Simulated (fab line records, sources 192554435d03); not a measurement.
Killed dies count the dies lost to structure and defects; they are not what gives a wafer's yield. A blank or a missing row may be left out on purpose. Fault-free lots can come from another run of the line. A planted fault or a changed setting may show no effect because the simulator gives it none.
fab line records	flow n5Finfet
record lots=10	wafers=29	lastDay=18
route steps=1938 shown BEOL_M5@1171 BEOL_M15@1790 MIM_BOT_LITHO@1865 PASSIVATION@1911
lots untouched by any fault: they come from a run of this same line in which no faults occurred
startH: start of the lot's first displayed wafer, in hours after the record's first day	waitH: how many hours have passed since the lot's step before this one	" as in the row above	L1.1+2: a row that stands for several wafers	- no value, or no start was given	* or withheld: withheld	< > ~ a bound
route shown NAME@n: a module of which the file shows steps, and the number in the route of the first	usual: mean/standard deviation of fault-free wafers	same: alike in all rows	chamber/n: place in a boat	sites: readings site by site	_std_site: their standard deviation	_edge_site: outer sites' mean less inner sites'	radiusMm: how far each site lies from the wafer's centre	mask NAME#n: copy n	behind: the tool/chamber that last shaped the wafer	hold: why the lot was held/for how many hours/how that ended	device: which transistor (n, p or np) failed to switch	end of line: the tests these same wafers got at the end of their route	step lacking rows: just its recipe	killed: count of dies lost to structure and defects at first sort (not the wafer's yield)	map: dies across one wafer; x = killed, . = not, _ = none there
set.NAME: the setting the step ran with; set.NAME@STEP: the setting that earlier step ran with	model.NAME: the simulator's own value behind a step, which no gauge read
one table for each step of the route and one row for each wafer, over a sample of lots
services: the hour from which a tool's chamber was out of use, counted from the record's first day as startH (under 0 if before that day), plus the number of hours and why
## steps
# step N5_BEOL_M5_PRE_CLEAN_45
# recipe gas=H2/He	timeS=30	tempC=250
# usual heaterPowerW=339/37
lot.wafer	tool	chamber	startH	waitH	heaterPowerW
L814.2	pvdSputter-01	-	186.30	0.0	306
L814.3	"	-	"	"	329
L814.6	"	-	"	"	368
L820.1	pvdSputter-02	-	216.81	0.0	397
L820.2	"	-	"	"	301
L820.4	"	-	"	"	393
L818.1	pvdSputter-02	-	222.40	0.0	333
L818.5	"	-	"	"	397
L818.6	"	-	"	"	394
L816.2	pvdSputter-03	-	222.96	0.0	292
L816.6	"	-	"	"	367
L821.2	pvdSputter-02	-	229.31	0.0	306
L821.3	"	-	"	"	402
L821.4	"	-	"	"	318
L822.1	pvdSputter-02	-	230.49	0.0	323
L822.5	"	-	"	"	389
L822.6	"	-	"	"	311
L823.3	pvdSputter-02	-	239.33	0.0	410
L823.4	"	-	"	"	399
L823.6	"	-	"	"	315
L824.1	pvdSputter-02	-	250.25	0.0	395
L824.3	"	-	"	"	388
L824.5	"	-	"	"	318
L833.2	pvdSputter-01	-	298.05	0.0	348
L833.3	"	-	"	"	291
L833.6	"	-	"	"	341
L836.2	pvdSputter-03	-	319.93	0.0	365
L836.3	"	-	"	"	317
L836.6	"	-	"	"	375
# step N5_BEOL_M15_STRIP_64
# recipe chemistry=O2	powerW=600	tempC=60	pressureMtorr=30	rfFrequencyHz=6e+07	biasPowerW=0	overashFraction=0.3	o2FlowSccm=225
# usual chamberPressureMTorr=30.001/0.027	drypumpMotorCurrentA=5.7/0.47	oesProductAu=0.81/0.093	rfVppV=3.6/0.47	showerheadPlenumPTorr=2.08/0.067	throttleValvePct=16.61/0.24
lot.wafer	tool	chamber	startH	waitH	chamberPressureMTorr	drypumpMotorCurrentA	oesProductAu	rfHoursCounterH	rfVppV	showerheadPlenumPTorr	throttleValvePct
L814.2	rieDiel-03	0	-	-	29.984	6.0	0.79	89	3.5	2.10	16.65
L814.3	"	3	"	"	30.018	6.5	0.85	58	4.0	2.22	16.49
L814.6	"	1	"	"	30.022	6.6	0.73	-	4.2	2.06	16.66
L820.1	rieDiel-05	2	-	-	29.993	5.0	0.82	104	3.6	2.02	16.65
L820.2	"	1	"	"	29.993	5.9	0.96	18	3.7	2.14	16.21
L820.4	"	0	"	"	30.003	5.1	0.69	219	3.7	2.01	16.74
L818.1	rieDiel-05	0	-	-	29.984	5.1	0.69	221	3.8	2.01	16.75
L818.5	"	0	"	"	30.057	5.1	0.69	-	3.3	2.01	16.77
L818.6	"	3	"	"	30.014	5.8	0.70	-	3.5	2.17	17.16
L816.2	rieDiel-03	3	-	-	29.958	6.5	0.85	69	4.4	2.22	16.53
L816.6	"	2	"	"	30.010	5.8	0.76	-	3.4	2.10	16.61
L821.2	rieDiel-03	0	-	-	30.003	6.1	0.78	101	4.2	2.09	16.65
L821.3	"	1	"	"	29.985	6.6	0.72	198	3.5	2.05	16.70
L821.4	"	2	"	"	30.036	5.8	0.74	151	4.5	2.09	16.61
L822.1	rieDiel-05	2	-	-	30.013	5.0	0.82	108	2.7	2.01	16.64
L822.5	"	3	"	"	29.994	5.8	0.70	-	3.3	2.17	17.17
L822.6	"	0	"	"	29.988	5.1	0.69	-	3.2	2.00	16.77
L823.3	rieDiel-01	1	-	-	30.061	5.4	0.82	75	4.0	2.05	16.38
L823.4	"	0	"	"	30.032	5.5	0.85	68	4.3	2.03	16.42
L823.6	"	1	"	"	29.953	5.4	0.81	-	3.7	2.05	16.38
L824.1	rieDiel-01	2	-	-	29.984	5.3	0.85	65	3.4	2.05	16.52
L824.3	"	3	"	"	29.994	6.1	0.80	96	4.3	2.11	16.62
L824.5	"	2	"	"	30.042	5.3	0.85	-	4.3	2.05	16.52
L833.2	rieDiel-05	1	-	-	30.000	5.9	0.92	43	3.4	2.13	16.23
L833.3	"	0	"	"	29.987	5.1	0.66	245	4.1	2.00	16.82
L833.6	"	0	"	"	30.017	5.1	0.66	-	4.1	2.00	16.82
L836.2	rieDiel-05	2	-	-	29.985	5.0	0.79	137	4.1	2.01	16.72
L836.3	"	3	"	"	29.992	5.8	0.94	11	3.8	2.16	16.84
L836.6	"	2	"	"	29.996	5.1	0.79	-	4.1	2.00	16.71
# step N5_MIM_BOT_LITHO_DESCUM_10
# recipe chemistry=O2	timeS=7.9	sourcePowerW=50	biasPowerW=20	pressureMtorr=20	rfFrequencyHz=2.712e+07	tempC=40	o2FlowSccm=225
# usual chamberPressureMTorr=19.998/0.017	drypumpMotorCurrentA=6.1/0.44	oesProductAu=0.81/0.09	rfVppV=242.9/1.3	showerheadPlenumPTorr=2.07/0.066	throttleValvePct=20.37/0.17
lot.wafer	tool	chamber	startH	waitH	chamberPressureMTorr	drypumpMotorCurrentA	oesProductAu	rfHoursCounterH	rfVppV	showerheadPlenumPTorr	throttleValvePct
L814.2	rieDiel-06	0	282.16	0.0	19.992	6.4	0.72	174	244.8	2.08	20.21
L814.3	"	3	"	"	19.999	6.4	0.75	171	244.0	2.18	20.54
L814.6	"	1	"	"	19.986	5.8	0.77	-	241.7	2.02	20.33
L820.1	rieDiel-02	0	311.97	0.0	20.036	5.8	0.68	231	241.5	2.00	20.49
L820.2	"	2	"	"	19.990	5.8	0.93	29	242.1	2.04	20.14
L820.4	"	1	"	"	20.016	6.3	0.78	105	243.0	2.11	20.52
L818.1	rieDiel-02	3	316.29	0.0	20.013	6.8	0.90	21	242.9	2.03	20.38
L818.5	"	3	"	"	20.009	6.8	0.90	-	241.5	2.03	20.38
L818.6	"	0	"	"	19.996	5.8	0.68	-	240.9	2.00	20.50
L816.2	rieDiel-04	1	316.37	0.0	20.004	5.8	0.86	43	244.3	2.12	20.19
L816.6	"	1	"	"	19.991	5.9	0.87	-	244.0	2.12	20.20
L821.2	rieDiel-02	3	320.60	0.0	20.009	6.8	0.91	23	243.9	2.03	20.38
L821.3	"	2	"	"	19.980	5.9	0.91	32	241.8	2.04	20.15
L821.4	"	0	"	"	19.987	5.8	0.68	234	241.7	2.00	20.49
L822.1	rieDiel-06	1	327.85	0.2	19.982	5.7	0.76	148	241.5	2.02	20.35
L822.5	"	0	"	"	19.993	6.4	0.70	-	243.1	2.07	20.25
L822.6	"	3	"	"	19.990	6.4	0.73	-	244.6	2.18	20.55
L823.3	rieDiel-02	1	327.87	0.1	20.017	6.3	0.78	112	244.0	2.11	20.54
L823.4	"	0	"	"	19.970	5.8	0.67	237	240.1	2.00	20.48
L823.6	"	0	"	"	19.981	5.8	0.67	-	241.0	2.00	20.51
L824.1	rieDiel-02	0	336.68	0.1	20.008	5.8	0.67	240	241.6	1.99	20.50
L824.3	"	1	"	"	20.003	6.3	0.77	114	242.5	2.11	20.53
L824.5	"	1	"	"	19.970	6.3	0.77	-	243.1	2.11	20.53
L833.2	rieDiel-02	0	385.48	0.2	20.028	5.8	0.96	0	242.0	1.99	20.29
L833.3	"	1	"	"	19.994	6.3	0.75	133	242.2	2.10	20.55
L833.6	"	0	"	"	20.003	5.8	0.97	-	242.5	1.99	20.29
L836.2	rieDiel-06	3	412.63	0.0	19.987	6.4	0.71	218	243.1	2.17	20.60
L836.3	"	0	"	"	19.973	6.4	0.67	224	242.0	2.06	20.31
L836.6	"	2	"	"	19.989	4.9	0.88	-	241.9	2.06	20.32
# step N5_PASSIVATION_STRIP_34
# recipe chemistry=O2	powerW=600	tempC=60	pressureMtorr=30	rfFrequencyHz=6e+07	biasPowerW=0	overashFraction=2	o2FlowSccm=225
# usual chamberPressureMTorr=30.01/0.075	drypumpMotorCurrentA=6.0/0.4	oesProductAu=0.81/0.081	rfVppV=3.7/1.5	showerheadPlenumPTorr=2.10/0.075	throttleValvePct=16.58/0.19
lot.wafer	tool	chamber	startH	waitH	chamberPressureMTorr	drypumpMotorCurrentA	oesProductAu	rfHoursCounterH	rfVppV	showerheadPlenumPTorr	throttleValvePct
L814.2	rieDiel-06	1	288.96	0.5	30.04	5.7	0.77	133	2.4	2.03	16.61
L814.3	"	0	"	"	30.00	6.4	0.72	176	5.8	2.08	16.57
L814.6	"	1	"	"	30.04	5.8	0.77	-	2.3	2.03	16.62
L820.1	rieDiel-06	3	318.39	0.3	29.90	6.4	0.73	186	6.4	2.18	16.73
L820.2	"	0	"	"	30.16	6.4	0.71	189	1.8	2.08	16.57
L820.4	"	2	"	"	29.96	4.9	0.96	9	1.3	2.07	16.40
L818.1	rieDiel-04	0	320.54	0.2	29.92	5.9	0.83	89	4.3	2.20	16.86
L818.5	"	0	"	"	29.95	5.9	0.81	-	5.9	2.20	16.77
L818.6	"	1	"	"	29.97	5.8	0.82	-	3.4	2.12	16.37
L816.2	rieDiel-04	2	320.86	0.1	29.95	6.0	0.76	128	3.5	2.18	16.64
L816.6	"	3	"	"	30.19	5.8	0.90	-	4.5	2.23	16.15
L821.2	rieDiel-06	2	327.81	0.1	29.99	4.9	0.95	12	4.2	2.07	16.38
L821.3	"	3	"	"	29.87	6.4	0.74	189	2.4	2.18	16.78
L821.4	"	0	"	"	30.02	6.4	0.72	192	5.5	2.07	16.60
L822.1	rieDiel-04	3	331.94	0.1	29.89	5.8	0.88	43	2.3	2.23	16.16
L822.5	"	3	"	"	29.99	5.8	0.90	-	6.6	2.23	16.16
L822.6	"	0	"	"	30.11	5.9	0.80	-	1.1	2.19	16.82
L823.3	rieDiel-02	0	335.84	0.1	30.08	5.8	0.66	240	2.7	2.00	16.80
L823.4	"	2	"	"	30.10	5.9	0.89	38	2.0	2.04	16.48
L823.6	"	0	"	"	30.05	5.8	0.68	-	3.0	2.00	16.77
L824.1	rieDiel-04	3	343.63	0.1	30.03	5.8	0.90	47	5.9	2.23	16.16
L824.3	"	2	"	"	29.96	5.9	0.77	135	3.4	2.17	16.65
L824.5	"	0	"	"	29.99	5.9	0.80	-	3.2	2.19	16.84
L833.2	rieDiel-04	2	392.19	0.1	30.01	5.9	0.76	148	2.5	2.17	16.66
L833.3	"	1	"	"	30.01	5.8	0.82	69	3.4	2.11	16.55
L833.6	"	0	"	"	30.08	5.9	0.79	-	4.8	2.19	16.84
L836.2	rieDiel-02	0	417.67	0.1	29.98	5.8	0.95	11	2.2	1.99	16.45
L836.3	"	3	"	"	29.94	6.8	0.86	59	3.7	2.02	16.71
L836.6	"	0	"	"	29.92	5.8	0.92	-	7.1	1.99	16.44
# step N5_PASSIVATION_PROBE_49
# usual defectLimitedYield=91.5/1.4	killed_at_M0_to_M3=32/11	killed_at_M4_up=12/4.4	killedAtContacts=13/6.1	killedAtFrontEnd=39/12	killedAtOther=3.9/3	killedDies=100/17	killedOnRim=13/3.9	killedOpen=66/12	killedShort=33/7.4	sort_bin_5_function=5.0/0.95	sort_bin_6_memory=3.2/0.66	sort_bin_8_speed=0.0/0.33	sortNPass=1079/17	sortYieldPct=91.4/1.5
# same grossDies=1180	killedAtBackSide=0	sort_bin_4_leakage[%]=0
lot.wafer	tool	chamber	startH	waitH	defectLimitedYield[%]	killed_at_M0_to_M3	killed_at_M4_up	killedAtContacts	killedAtFrontEnd	killedAtOther	killedDies	killedOnRim	killedOpen	killedShort	sort_bin_5_function[%]	sort_bin_6_memory[%]	sort_bin_8_speed[%]	sortNPass	sortYieldPct[%]
L823.3	prober-02	-	340.28	0.1	86.9	24	86	11	31	2	154	22	44	29	7.7	4.0	0	1026	86.9
L823.4	prober-02	-	340.33	0.2	86.0	17	108	15	24	1	165	29	53	20	8.2	3.8	0	1015	86.0
L823.6	prober-02	-	340.43	0.3	90.3	24	63	2	24	2	115	23	44	22	4.8	3.4	0	1065	90.3
L824.1	prober-01	-	347.92	0.0	84.0	52	86	16	34	1	189	31	79	31	9.2	5.3	0	991	84.0
L824.3	prober-01	-	348.02	0.1	81.9	45	96	21	50	2	214	34	80	47	11.2	4.2	0.2	964	81.7
L824.5	prober-01	-	348.12	0.2	80.8	67	99	31	29	1	227	31	97	45	12.3	5.0	0	953	80.8
# killed by level:class
L823.3 BEOL_M5:unspecified=77 MOL_CONTACT_COAG:geometricParticle:open=10 FIN_SAQP:geometricParticle:short=6 BEOL_M1:geometricParticle:open=6 BEOL_M2:geometricParticle:open=4 FIN_SAQP:geometricParticle:open=3 STI_FIN_REVEAL:geometricParticle:open=3 GATE_CUT:geometricParticle:short=3
L823.4 BEOL_M5:unspecified=91 MOL_CONTACT_COAG:geometricParticle:open=12 BEOL_M4:geometricParticle:open=12 FIN_SAQP:geometricParticle:short=6 BEOL_M0_SAQP:geometricParticle:short=6 DUMMY_GATE:geometricParticle:open=5 BEOL_M0_SAQP:geometricParticle:open=5 ILD0:geometricParticle:open=3
L823.6 BEOL_M5:unspecified=49 BEOL_M0_SAQP:geometricParticle:short=8 BEOL_M0_SAQP:geometricParticle:open=8 FIN_SAQP:geometricParticle:open=7 BEOL_M5:geometricParticle:open=5 STI_FIN_REVEAL:geometricParticle:open=4 BEOL_M4:geometricParticle:open=4 ILD0:geometricParticle:short=3
L824.1 BEOL_M5:unspecified=78 STI_FIN_REVEAL:geometricParticle:open=13 MOL_CONTACT_COAG:geometricParticle:open=12 BEOL_M0_SAQP:geometricParticle:open=11 BEOL_M2:geometricParticle:open=11 BEOL_M0_SAQP:geometricParticle:short=10 BEOL_M3:geometricParticle:open=8 DUMMY_GATE:geometricParticle:open=7
L824.3 BEOL_M5:unspecified=86 STI_FIN_REVEAL:geometricParticle:open=23 BEOL_M0_SAQP:geometricParticle:open=15 BEOL_M0_SAQP:geometricParticle:short=14 MOL_CONTACT_COAG:geometricParticle:open=13 MOL_CONTACT_COAG:geometricParticle:short=8 BEOL_M2:geometricParticle:open=8 STI_FIN_REVEAL:geometricParticle:short=7
L824.5 BEOL_M5:unspecified=83 MOL_CONTACT_COAG:geometricParticle:open=28 BEOL_M0_SAQP:geometricParticle:short=27 BEOL_M0_SAQP:geometricParticle:open=17 STI_FIN_REVEAL:geometricParticle:open=14 BEOL_M2:geometricParticle:open=10 BEOL_M4:geometricParticle:open=5 BEOL_M3:geometricParticle:open=4
## services
tool	chamber	startH	hours	kind
rieDiel-05	-	183.76	15.6	pm
rieDiel-06	2	189.17	6.4	repair
rieDiel-06	-	195.09	0.2	repair
rieDiel-05	0	200.72	8.9	repair
rieDiel-05	1	203.12	7.6	repair
rieDiel-02	2	211.37	-	clean
rieDiel-02	2	211.37	-	consumableReplace:focusRing
rieDiel-02	2	211.37	23.8	scheduledDown
rieDiel-02	2	211.37	23.8	ventCycle
rieDiel-05	3	215.05	2.0	repair
rieDiel-02	3	235.38	-	clean
rieDiel-02	3	235.38	-	consumableReplace:focusRing
rieDiel-02	3	235.38	20.2	scheduledDown
rieDiel-03	3	256.81	3.9	repair
rieDiel-06	-	279.75	0.6	repair
pvdSputter-02	-	339.91	4.3	repair
rieDiel-01	0	339.95	5.7	repair
rieDiel-01	-	359.56	0.5	repair
rieDiel-04	2	365.46	5.0	repair
rieDiel-04	-	376.07	3.0	repair
pvdSputter-03	-	380.55	4.1	repair
rieDiel-01	-	382.50	0.2	repair
rieDiel-05	0	385.16	3.4	repair
rieDiel-06	2	398.58	13.6	repair
## key
firstSign step=N5_PASSIVATION_PROBE_49	reading=killed_at_M4_up	direction=up	sigmas=17	usual=12	struck=90
effect step=N5_PASSIVATION_PROBE_49	reading=killedDies	direction=up	sigmas=4.6	usual=100	struck=177
moreKillsBornAt N5_BEOL_M5_PRE_CLEAN_45@pvdSputter-02=464
metAt N5_BEOL_M5_PRE_CLEAN_45
struckLots L823,L824
notActingAt N5_BEOL_M15_STRIP_64,N5_MIM_BOT_LITHO_DESCUM_10,N5_PASSIVATION_STRIP_34
onsetBetween 230.49 239.33
fault kind=chamberParticleSource	tool=pvdSputter-02	chamber=-	onsetH=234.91	steps=N5_BEOL_M5_PRE_CLEAN_45	ratePerVisitCm2=0.72974	endH=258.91
